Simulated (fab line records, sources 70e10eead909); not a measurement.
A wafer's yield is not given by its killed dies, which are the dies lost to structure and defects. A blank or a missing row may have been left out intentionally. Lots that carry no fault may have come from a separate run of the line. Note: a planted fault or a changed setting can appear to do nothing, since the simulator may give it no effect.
Matching of chambers -- flow nand_harc -- NHARC_P_M2_CMP_23 on cmp-04: 4 sister chambers
The step polishes, t overpolish 20 s, target thk 144.3 nm. 4 wafers are shown with their chamber, then 8 later ones without.

## WAFERS, EACH WITH ITS CHAMBER
wafer,chamber,motor_current_A (A)
L795.1,0,12.8
L798.5,1,13.4
L798.6,2,13.3
L800.3,3,13.9

## WAFERS WITH NO CHAMBER GIVEN
wafer,motor_current_A (A)
L800.4,13.1
L800.5,12.8
L810.1,14.0
L810.2,13.6
L810.3,13.3
L811.1,13.5
L811.3,13.7
L811.4,14.1

## CHAMBER TAKEN BY EACH
wafer,from the rows above,in truth
L800.4,can't be placed: 2 or 0 or 1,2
L800.5,0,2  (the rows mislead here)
L810.1,3,3
L810.2,can't be placed: 1 or 2 or 3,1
L810.3,can't be placed: 2 or 1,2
L811.1,can't be placed: 1 or 2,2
L811.3,can't be placed: 3 or 1 or 2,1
L811.4,3,3
Correctly placed: 2 of 8. Can't be placed from these rows: 5 (the true chamber is among the candidates in 5). Number placed wrongly: 1.
How it was worked out, from the rows above alone: a wafer's distance from a chamber is the root of the sum, over the readings, of the square of ((its reading less the chamber's mean) divided by the reading's scatter). The wafer belongs to the nearest chamber; if the next one is less than 2 further off, it can't be placed. For every chamber, the mean is computed from those of its wafers that are shown. The scatter: with one shown wafer a chamber, the root of the mean of the squares of how far each hidden wafer lies from its nearest shown one.
